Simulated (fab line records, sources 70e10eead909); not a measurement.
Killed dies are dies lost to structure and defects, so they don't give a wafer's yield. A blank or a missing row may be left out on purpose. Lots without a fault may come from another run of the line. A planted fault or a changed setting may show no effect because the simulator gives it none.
fab line records | flow nand_harc
record lots=12 wafers=36 last_day=34
route steps=1302 shown A_CHANNEL_HOLE_D2@604 A_CHANNEL_FILL_D2@620 END@1302
lots that met no fault: from a run of the same line without faults
start_h: hours from the record's first day to the start of the lot's first wafer shown | wait_h: hours since the lot's step before | " the same as in the row above | L1.1+2: a row that stands for several wafers | - no value, or no start given | * or withheld: withheld | < > ~ a bound
route shown NAME@n: a module of which the file shows steps, and the number in the route of the first | usual: mean/standard deviation of fault-free wafers | same: alike in all rows | chamber/n: place in a boat | sites: the reading at each site | _std_site: their standard deviation | _edge_site: outer sites' mean less inner sites' | radius_mm: how far each site lies from the wafer's centre | mask NAME#n: copy n | behind: the tool/chamber that last shaped the wafer | hold: why the lot was held/for how many hours/how that ended | device: the transistor (n, p or np) that didn't switch | end of line: the same wafers' tests at the end of the route | a step without rows: its recipe alone | killed: dies lost to structure and defects at the first sort, not the wafer's yield | map: a wafer's dies, x killed, . not, _ none there
set.NAME: the setting as run; set.NAME@STEP: as run at that earlier step | model.NAME: the simulator's own value behind a step, which no gauge read
steps of the route over a sample of lots; a table a step, a row a wafer
services: from which hour (start_h, from the record's first day; less than 0 if before it) a tool's chamber was out of use, for how many hours, and why
## steps
# step NHARC_A_CHANNEL_HOLE_D2_STRIP_28
# recipe o2_flow_sccm=500 ar_flow_sccm=0 bias_w=0 chemistry=O2
# usual drypump_motor_current_A=5.4/0.39 oes_product_au=1.002/0.012 rf_vpp_V=57.9/0.88 showerhead_plenum_p_Torr=3.57/0.094 throttle_valve_pct=17.037/0.009
# columns lot.wafer tool chamber start_h wait_h drypump_motor_current_A oes_product_au rf_hours_counter_h rf_vpp_V showerhead_plenum_p_Torr throttle_valve_pct
L529.3 rie_diel-12 3 - - 5.2 0.990 1.8 59.0 3.62 17.060
L529.2 " 1 " " 6.1 0.984 2.0 58.3 3.53 17.026
L529.5 " 3 " " 5.1 0.999 - 57.1 3.62 17.041
L531.4 rie_diel-12 3 - - 5.1 1.012 3.2 57.9 3.62 17.036
L531.2 " 0 " " 5.3 0.983 3.5 57.6 3.63 17.040
L531.6 " 2 " " 4.9 0.987 - 58.5 3.58 17.026
L530.4 rie_diel-01 3 - - 5.6 1.000 5.7 58.5 3.49 17.032
L530.2 " 0 " " 5.0 1.007 5.4 58.8 3.62 17.039
L530.1 " 1 " " 5.3 1.014 5.7 58.5 3.48 17.032
L535.1 rie_diel-12 0 - - 5.3 0.980 5.4 57.2 3.63 17.055
L535.5 " 2 " " 4.9 0.993 - 58.9 3.58 17.046
L535.6 " 3 " " 5.1 1.020 - 58.0 3.62 17.044
L536.2 rie_diel-12 1 - - 6.0 0.993 5.6 56.5 3.53 17.028
L536.5 " 0 " " 5.3 0.976 - 56.5 3.63 17.028
L536.6 " 1 " " 6.0 0.994 - 58.7 3.53 17.032
L537.1 rie_diel-12 2 - - 4.9 0.998 5.9 59.9 3.58 17.035
L537.4 " 1 " " 6.1 1.004 7.0 58.6 3.53 17.040
L537.6 " 3 " " 5.1 1.026 - 57.0 3.62 17.031
L541.3 rie_diel-08 1 - - 5.1 1.018 2.9 56.7 3.43 17.041
L541.6 " 0 " " 5.5 1.005 - 58.2 3.31 17.039
L541.5 " 1 " " 5.1 1.001 - 55.8 3.43 17.051
L543.2 rie_diel-08 1 - - 5.1 1.004 5.2 55.9 3.42 17.040
L543.3 " 2 " " 5.3 0.987 6.1 58.4 3.64 17.049
L543.6 " 1 " " 5.1 1.004 - 56.7 3.42 17.036
L545.3 rie_diel-12 3 - - 5.1 1.003 1.3 58.2 3.62 17.026
L545.2 " 1 " " 6.0 0.977 1.2 58.3 3.53 17.026
L545.6 " 3 " " 5.1 0.997 - 57.3 3.62 17.038
L547.3 rie_diel-01 2 - - 5.9 1.000 4.8 58.4 3.68 17.025
L547.4 " 3 " " 5.6 1.019 4.3 57.9 3.49 17.035
L547.2 " 1 " " 5.3 1.024 5.2 56.0 3.48 17.041
L548.1 rie_diel-01 0 - - 5.0 1.012 6.1 58.4 3.61 17.041
L548.2 " 2 " " 5.9 0.990 5.9 58.6 3.68 17.029
L548.5 " 0 " " 5.0 1.015 - 58.1 3.61 17.033
L549.1 rie_diel-08 2 - - 5.3 0.986 9.7 57.5 3.64 17.023
L549.2 " 0 " " 5.5 1.013 9.7 56.7 3.31 17.032
L549.5 " 2 " " 5.3 0.995 - 58.0 3.64 17.038
# step NHARC_A_CHANNEL_HOLE_D2_CD_MEAS_31
# usual cd_nm=90.0/1.2
# columns lot.wafer tool chamber start_h wait_h cd_nm
L529.2 cd_sem-01 - 313.73 - 91.1
L529.3 " - " " 89.4
L529.5 " - " " 88.7
L531.2 cd_sem-03 - 329.79 - 90.9
L531.4 " - " " 89.7
L531.6 " - " " 91.5
L530.1 cd_sem-01 - 330.96 - 91.9
L530.2 " - " " 89.2
L530.4 " - " " 90.4
L535.1 cd_sem-02 - 374.77 - 89.5
L535.5 " - " " 89.9
L535.6 " - " " 90.7
L536.2 cd_sem-01 - 383.32 - 90.5
L536.5 " - " " 89.0
L536.6 " - " " 90.2
L537.1 cd_sem-01 - 395.88 - 91.9
L537.4 " - " " 89.9
L537.6 " - " " 88.6
L541.3 cd_sem-01 - 421.90 - 91.4
L541.5 " - " " 90.7
L541.6 " - " " 89.7
L543.2 cd_sem-01 - 460.35 - 89.9
L543.3 " - " " 91.7
L543.6 " - " " 89.6
L545.2 cd_sem-03 - 477.98 - 89.9
L545.3 " - " " 90.1
L545.6 " - " " 92.7
L547.2 cd_sem-03 - 489.82 - 91.7
L547.3 " - " " 90.3
L547.4 " - " " 89.3
L548.1 cd_sem-03 - 521.44 - 88.9
L548.2 " - " " 87.5
L548.5 " - " " 88.9
L549.1 cd_sem-01 - 523.46 - 90.1
L549.2 " - " " 89.4
L549.5 " - " " 89.6
# step NHARC_A_CHANNEL_HOLE_D2_XSEM_32
# recipe landing_energy_ev=35000
# usual bot_cd_nm=74.4/1.5 bow_nm=8.63/0.24 tilt_deg=0.07/0.044
# columns lot.wafer tool chamber start_h wait_h bot_cd_nm bow_nm tilt_deg
L529.2 xsem-02 0 313.82 0.1 75.5 8.43 0.06
L529.3 " 0 " " 73.9 8.45 0.06
L529.5 " 0 " " 73.4 8.37 0.06
L531.2 xsem-01 0 329.88 0.1 76.0 8.68 0.06
L531.4 " 0 " " 75.3 8.67 0.06
L531.6 " 0 " " 76.1 8.70 0.06
L530.1 xsem-02 0 331.05 0.1 76.2 8.59 0.12
L530.2 " 0 " " 73.7 8.55 0.12
L530.4 " 0 " " 74.6 8.53 0.12
L535.1 xsem-02 0 374.86 0.1 73.4 8.73 0.03
L535.5 " 0 " " 74.0 8.68 0.03
L535.6 " 0 " " 74.8 8.75 0.03
L536.2 xsem-02 0 383.41 0.1 73.8 8.80 0.15
L536.5 " 0 " " 72.6 8.69 0.15
L536.6 " 0 " " 74.2 8.77 0.15
L537.1 xsem-01 0 395.97 0.1 76.1 8.59 0.08
L537.4 " 0 " " 75.3 8.67 0.08
L537.6 " 0 " " 73.5 8.63 0.08
L541.3 xsem-01 0 421.99 0.1 77.1 9.44 0.03
L541.5 " 0 " " 76.7 9.42 0.03
L541.6 " 0 " " 75.0 9.44 0.03
L543.2 xsem-01 0 460.43 0.1 73.8 8.20 0.10
L543.3 " 0 " " 76.0 8.18 0.10
L543.6 " 0 " " 73.5 8.16 0.10
L545.2 xsem-01 0 478.06 0.1 74.8 8.89 0.17
L545.3 " 0 " " 75.4 8.92 0.17
L545.6 " 0 " " 77.9 8.79 0.17
L547.2 xsem-02 0 489.91 0.1 75.2 8.66 0.06
L547.3 " 0 " " 74.5 8.70 0.06
L547.4 " 0 " " 74.2 8.62 0.06
L548.1 xsem-02 0 521.53 0.1 72.5 8.65 0.05
L548.2 " 0 " " 71.2 8.77 0.04
L548.5 " 0 " " 72.9 8.82 0.05
L549.1 xsem-01 0 523.55 0.1 74.1 8.60 -0.01
L549.2 " 0 " " 73.5 8.50 -0.01
L549.5 " 0 " " 73.9 8.53 -0.01
# step NHARC_A_CHANNEL_FILL_D2_ETCHBACK_20
# recipe target_depth_a=270 time_s=13.5 c4f8_flow_sccm=withheld o2_flow_sccm=8 ar_flow_sccm=withheld rf_w=600 bias_w=1500 chemistry=C4F8/O2/Ar
# usual oes_product_au=0.988/0.028 rf_vpp_V=980/6.5 run_length_s=34.7/0.41
# columns lot.wafer tool chamber start_h wait_h oes_product_au rf_hours_counter_h rf_vpp_V run_length_s
L529.3 rie_diel-05 3 337.71 - 0.916 1 988 34.6
L529.2 " 0 " " 0.920 1 971 35.7
L529.5 " 1 " " 0.931 - 979 34.1
L530.1 rie_diel-05 1 354.30 - 1.020 2 980 34.2
L530.4 " 3 " " 1.000 1 987 34.4
L530.2 " 0 " " 1.007 1 972 35.2
L531.4 rie_diel-02 2 354.32 - 0.989 7 969 34.5
L531.2 " 3 " " 0.985 27 984 34.7
L531.6 " 0 " " 0.981 - 984 35.2
L535.1 rie_diel-05 1 400.26 - 1.002 3 982 34.2
L535.6 " 0 " " 1.007 - 972 35.8
L535.5 " 1 " " 1.006 - 981 34.2
L536.2 rie_diel-02 2 408.43 - 1.000 1 969 34.1
L536.5 " 1 " " 1.021 - 984 34.2
L536.6 " 2 " " 1.003 - 969 34.4
L537.4 rie_diel-02 0 420.58 - 0.996 1 983 35.4
L537.1 " 1 " " 1.021 3 983 34.3
L537.6 " 2 " " 0.998 - 969 35.0
L541.3 rie_diel-05 3 445.88 - 0.975 1 988 35.1
L541.6 " 3 " " 0.985 - 988 34.5
L541.5 " 0 " " 0.975 - 971 34.9
L543.2 rie_diel-02 3 484.93 - 0.987 12 983 34.4
L543.3 " 0 " " 1.006 12 983 35.2
L543.6 " 2 " " 0.995 - 970 34.2
L545.3 rie_diel-05 1 506.25 - 1.015 2 980 34.5
L545.2 " 3 " " 0.989 2 986 34.8
L545.6 " 0 " " 1.002 - 971 30.5
L547.4 rie_diel-05 0 516.81 - 1.006 3 971 31.4
L547.3 " 1 " " 1.021 3 979 34.6
L547.2 " 3 " " 0.997 2 987 34.7
L548.2 rie_diel-09 1 552.74 - 1.010 1 981 34.6
L548.1 " 3 " " 1.000 1 979 34.6
L548.5 " 1 " " 0.996 - 980 34.2
L549.1 rie_diel-02 0 552.74 - 0.977 24 981 34.9
L549.2 " 1 " " 0.995 27 982 34.5
L549.5 " 1 " " 0.990 - 982 34.2
# step NHARC_END_SORT_01
# recipe temp_c=25
# usual killed_at_array=52/17 killed_at_other=0.9/1.2 killed_at_periphery=3.9/2.7 killed_dies=57/16 killed_open=3.3/1.9 killed_short=2.5/1.5
# same gross_dies=677
# columns lot.wafer tool chamber start_h wait_h killed_at_array killed_at_other killed_at_periphery killed_dies killed_open killed_short
L530.1 prober-02 0 592.98 2.5 59 0 3 62 2 1
L530.2 prober-02 0 593.78 2.8 76 0 3 79 2 2
L530.4 prober-02 0 595.38 3.4 80 0 1 81 2 4
L537.4 prober-02 0 657.23 3.4 48 2 5 55 4 1
L545.2 prober-02 0 742.15 2.8 52 0 3 55 3 0
L545.3 prober-02 0 742.96 3.1 75 1 3 79 2 1
L545.6 prober-02 0 745.41 4.1 323 1 1 325 6 1
L547.2 prober-01 0 765.24 2.8 81 1 5 87 1 4
L547.3 prober-01 0 766.03 3.1 62 1 6 69 5 1
L547.4 prober-01 0 766.82 3.4 319 0 6 325 4 3
# killed by level:class
L530.1 A_CHANNEL_HOLE_D1:chamber_film_flake=26 A_CHANNEL_HOLE_D2:chamber_film_flake=23 P_ZERO_WELL:chamber_film_flake=2 A_CHANNEL_FILL_D1:chamber_film_flake=2 A_WL_FILL:chamber_film_flake=2 A_CONTACT:unspecified=2 A_CHANNEL_FILL_D1:geometric_particle:open=1 A_SGD_CUT:geometric_particle:short=1
L530.2 A_CHANNEL_HOLE_D2:chamber_film_flake=34 A_CHANNEL_HOLE_D1:chamber_film_flake=31 A_WL_FILL:chamber_film_flake=3 P_GATE:chamber_film_flake=2 A_ZERO_WELL:chamber_film_flake=2 A_CHANNEL_FILL_D1:geometric_particle:short=1 A_CHANNEL_FILL_D1:geometric_particle:open=1 A_CHANNEL_FILL_D2:geometric_particle:short=1
L530.4 A_CHANNEL_HOLE_D1:chamber_film_flake=32 A_CHANNEL_HOLE_D2:chamber_film_flake=31 A_WL_FILL:chamber_film_flake=3 A_CONTACT:unspecified=3 A_CONTACT:chamber_film_flake=3 A_STAIRCASE:chamber_film_flake=2 P_STI:geometric_particle:short=1 A_CHANNEL_HOLE_D1:geometric_particle:short=1
L537.4 A_CHANNEL_HOLE_D1:chamber_film_flake=30 A_CHANNEL_HOLE_D2:chamber_film_flake=7 A_CONTACT:chamber_film_flake=7 P_STI:chamber_film_flake=3 THIN_TSV:chamber_film_flake=2 P_GATE:geometric_particle:open=1 P_CONTACT:geometric_particle:open=1 A_ONON_D1:geometric_particle:open=1
L545.2 A_CHANNEL_HOLE_D1:chamber_film_flake=30 A_CHANNEL_HOLE_D2:chamber_film_flake=9 A_SLIT:chamber_film_flake=5 A_CONTACT:chamber_film_flake=4 A_STAIRCASE:chamber_film_flake=2 P_M2:chamber_film_flake=2 P_M2:geometric_particle:open=1 A_CHANNEL_HOLE_D1:geometric_particle:open=1
L545.3 A_CHANNEL_HOLE_D1:chamber_film_flake=32 A_CHANNEL_HOLE_D2:chamber_film_flake=26 A_SLIT:chamber_film_flake=5 A_CONTACT:chamber_film_flake=4 A_CHANNEL_FILL_D1:chamber_film_flake=3 A_STAIRCASE:chamber_film_flake=3 P_GATE:geometric_particle:short=1 A_SGD_CUT:geometric_particle:open=1
L545.6 A_CHANNEL_FILL_D2:area_etchback=262 A_CHANNEL_HOLE_D1:chamber_film_flake=31 A_CHANNEL_HOLE_D2:chamber_film_flake=8 A_STAIRCASE:chamber_film_flake=5 A_CONTACT:chamber_film_flake=5 A_SLIT:chamber_film_flake=4 A_SGD_CUT:geometric_particle:open=2 A_CHANNEL_FILL_D1:geometric_particle:open=1
L547.2 A_CHANNEL_HOLE_D1:chamber_film_flake=31 A_CHANNEL_HOLE_D2:chamber_film_flake=23 A_SLIT:chamber_film_flake=14 A_CONTACT:chamber_film_flake=6 P_STI:chamber_film_flake=3 A_WL_FILL:chamber_film_flake=3 A_ONON_D1:geometric_particle:short=2 P_M1:geometric_particle:short=1
L547.3 A_CHANNEL_HOLE_D1:chamber_film_flake=34 A_CONTACT:chamber_film_flake=9 A_CHANNEL_HOLE_D2:chamber_film_flake=8 P_GATE:chamber_film_flake=3 A_SLIT:chamber_film_flake=3 P_M2:chamber_film_flake=2 A_WL_FILL:chamber_film_flake=2 A_CHANNEL_FILL_D1:geometric_particle:open=1
L547.4 A_CHANNEL_FILL_D2:area_etchback=240 A_CHANNEL_HOLE_D1:chamber_film_flake=36 A_CHANNEL_HOLE_D2:chamber_film_flake=20 A_SLIT:chamber_film_flake=14 A_CONTACT:chamber_film_flake=5 P_CONTACT:geometric_particle:short=1 P_M0:geometric_particle:short=1 P_M0:geometric_particle:open=1
## services
# columns tool chamber start_h hours kind
rie_diel-08 0 295.68 2.3 repair
rie_diel-08 - 295.75 0.6 repair
rie_diel-12 2 331.56 6.1 repair
rie_diel-08 - 367.80 9.0 pm
rie_diel-01 3 369.34 6.2 repair
rie_diel-01 2 373.44 12.8 repair
xsem-01 - 374.00 14.0 pm
rie_diel-01 - 380.81 9.0 pm
rie_diel-02 - 393.94 9.0 pm
rie_diel-05 - 397.65 1.8 repair
rie_diel-12 1 403.12 3.2 repair
rie_diel-05 - 406.60 9.0 pm
rie_diel-02 0 406.84 6.4 repair
rie_diel-05 3 416.82 3.4 repair
rie_diel-12 - 445.40 9.0 pm
rie_diel-01 1 452.82 4.4 repair
rie_diel-05 - 456.46 0.4 repair
rie_diel-12 0 462.54 1.9 repair
rie_diel-01 2 483.53 3.5 repair
rie_diel-12 3 507.01 6.8 repair
rie_diel-12 1 534.77 12.9 repair
rie_diel-08 3 542.01 2.7 repair
rie_diel-08 - 544.80 9.0 pm
rie_diel-02 3 551.85 5.3 repair
## key
first_sign step=NHARC_A_CHANNEL_FILL_D2_ETCHBACK_20 reading=run_length_s direction=down sigmas=9.2 usual=* struck=*
effect step=NHARC_END_SORT_01 reading=killed_dies direction=up sigmas=17 usual=57 struck=325
more_kills_born_at NHARC_A_CHANNEL_FILL_D2_ETCHBACK_20@rie_diel-05=502
met_at NHARC_A_CHANNEL_FILL_D2_ETCHBACK_20
struck_lots L545,L547
struck_wafers L545.6,L547.4
tester_left_out L545,L547
not_acting_at NHARC_A_CHANNEL_HOLE_D2_STRIP_28,NHARC_A_CHANNEL_HOLE_D2_CD_MEAS_31,NHARC_A_CHANNEL_HOLE_D2_XSEM_32
onset_between 445.88 506.25
fault kind=process_parameter_drift tool=rie_diel-05 chamber=0 onset_h=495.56 steps=NHARC_A_CHANNEL_FILL_D2_ETCHBACK_20 channel=time_s offset=* shape=step end_h=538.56 acts_in=* stated=*
# tester_left_out: of these lots the tester's yield and bins aren't shown, on N5 and GAA mostly nor the transistor test; their killed dies are dies lost to structure and defects alone, not to doping, threshold or leakage, so they don't give the yield
